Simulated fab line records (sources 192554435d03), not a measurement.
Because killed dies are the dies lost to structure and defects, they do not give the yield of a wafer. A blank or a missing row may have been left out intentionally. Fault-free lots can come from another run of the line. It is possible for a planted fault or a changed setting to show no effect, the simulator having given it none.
Matching of chambers | flow n5Finfet | rieDiel-06 running N5_MOL_CONTACT_COAG_VIA_ETCH_117: 4 sister chambers
The step etches SiO2 in C4F6/O2, target depth 40 nm, overetch 8 nm, time 26 s. 7 wafers are shown with their chamber, then 7 later ones without.

WAFERS PAIRED WITH THEIR CHAMBERS
wafer  | chamber | rfVppV (V) | showerheadPlenumPTorr (Torr)
L078.1 | 3       | 1586       | 2.83
L079.3 | 3       | 1585       | 2.83
L079.5 | 0       | 1611       | 2.77
L087.2 | 1       | 1577       | 2.86
L087.5 | 2       | 1610       | 2.92
L091.1 | 0       | 1610       | 2.76
L091.3 | 2       | 1609       | 2.92

WAFERS MISSING THEIR CHAMBER
wafer  | rfVppV (V) | showerheadPlenumPTorr (Torr)
L091.6 | 1583       | 2.82
L092.1 | 1610       | 2.76
L092.2 | 1608       | 2.92
L092.4 | 1584       | 2.82
L096.4 | 1576       | 2.85
L096.5 | 1583       | 2.81
L096.6 | 1610       | 2.91

CHAMBER TAKEN BY EACH
wafer  | from the rows above | in truth
L091.6 | 3                   | 3
L092.1 | 0                   | 0
L092.2 | 2                   | 2
L092.4 | 3                   | 3
L096.4 | 1                   | 1
L096.5 | 3                   | 3
L096.6 | 2                   | 2
7 of 7 placed correctly. Can't be placed from these rows: 0. Placed wrongly: 0.
How it was worked out, from the rows above alone: a wafer's distance from a chamber is the root of the sum, over the readings, of the square of ((its reading less the chamber's mean) divided by the reading's scatter). The wafer belongs to the nearest chamber; if the next one is less than 2 further off, it can't be placed. The mean given for a chamber averages the wafers shown for that chamber. The scatter: take each reading less its chamber's mean, square it, sum over the shown wafers, divide by the number of wafers less the number of chambers, and take the root.
